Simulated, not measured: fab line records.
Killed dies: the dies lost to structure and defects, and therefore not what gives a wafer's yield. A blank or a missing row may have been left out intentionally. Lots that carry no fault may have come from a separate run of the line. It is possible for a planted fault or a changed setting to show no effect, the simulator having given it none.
A struck lot beside a sound one + flow n5-finfet + 14 out of 1938 route steps
Sound: these wafers, L494.3, L494.4, L494.6. Wafers struck: L505.1, L505.2, L505.5. Last of all comes the cause.
Each step with rows lists, per side, the tool, then ch with its chambers, then its first start. Under that, the readings that differ: sound wafers + struck wafers + difference of the means + sigmas: that difference in standard deviations of wafers without a fault.
alike: words and numbers the same on both sides, and readings whose means are apart by under 2 such deviations; not compared: readings that were withheld, readings missing a value for some wafer, numbers with overlapping values and no deviation given by the record, and bounds like >300 which may hide the same value.
The two part at a step that has a row with sigmas, a row that says differs or no value, or rows on one side only. When numbers do not overlap yet have no deviation, they are printed without sigmas and do not part them. A reading that every wafer of one side lacks parts them only if that side has two wafers or more.

N5_BEOL_M6_RS_MEAS_57: measurement is done with a four-point probe.
  sound on film-metro-02 at day 9 14:17; struck on film-metro-01 at day 13 01:20
  alike: M6_RS
N5_BEOL_M6_INSPECT_58: inspects for defects (darkfield).
  sound on defect-inspect-01 at day 9 14:19; struck on defect-inspect-02 at day 13 01:22
  alike: raw-defect-count
N5_BEOL_M7_ILD_DEP_00: deposits SiCOH lowk from DEMS/porogen, target thk 179.75 nm, time 33.4 s.
  sound on pecvd-01 ch 0,1,2, day 9 14:20; struck on pecvd-02 ch 0,1, day 13 01:25
  alike: heater-power-outer-w, heater-power-w, showerhead-plenum-p-Torr, throttle-valve-pct
N5_BEOL_M7_CURE_74: cures SiCOH lowk, time 240 s.
  sound on uv-cure-03 ch 2, day 9 14:47; struck on uv-cure-03 ch 1, day 13 01:54
  alike: lamp-power-pct, wafer_temp_C_max
N5_BEOL_M7_THK_MEAS_01:
  sound on film-metro-01 at day 9 15:09; struck on film-metro-01 at day 13 03:51
  alike: M7_ILD_THK
N5_BEOL_M7_PECVD_70: deposits SiO2 from TEOS/O2, target thk 20 nm, time 22.7 s.
  sound on pecvd-04 ch 0,2, day 9 15:11; struck on pecvd-04 ch 1,2, day 13 03:53
  alike: heater-power-outer-w, heater-power-w, showerhead-plenum-p-Torr, throttle-valve-pct
N5_BEOL_M7_HM_DEP_02: deposits TiN, target thk 20 nm.
  sound on pvd-sputter-03 at day 9 17:23; struck on pvd-sputter-02 at day 13 04:20
| reading                | sound          | struck         | difference | sigmas |
|------------------------|----------------|----------------|------------|--------|
| throttle-valve-pct (%) | 31.0 32.5 32.6 | 29.0 29.4 28.3 | -3.1       | -3     |
then, 5 steps without rows for these wafers: N5_BEOL_M7_COAT_59 (time 60 s, resist thk 100 nm); N5_BEOL_M7_COAT_60 (time 60 s, resist thk 35 nm); N5_BEOL_M7_COAT_05 (resist thk 90 nm); N5_BEOL_M7_EBR_07; N5_BEOL_M7_SOFTBAKE_06 (time 60 s).
N5_BEOL_M7_EXPOSE_08: exposes mask M7.
  sound on arfi-scanner-01 ch 0, day 9 17:46; struck on arfi-scanner-02, day 13 04:42
  no value came back on the struck wafers for dipole-opening-deg (degrees), exposure-dose-mJ-cm2, na, sigma-inner; on the sound wafers dipole-opening-deg (degrees) reads 35 35 35
  alike: mask
then, 1 step without rows for these wafers: N5_BEOL_M7_PEB_09 (peb time 60 s).

WHERE THEY PART
Last at N5_BEOL_M7_EXPOSE_08 as far as this record goes, first at N5_BEOL_M7_HM_DEP_02.

WHY: what the simulator had put in
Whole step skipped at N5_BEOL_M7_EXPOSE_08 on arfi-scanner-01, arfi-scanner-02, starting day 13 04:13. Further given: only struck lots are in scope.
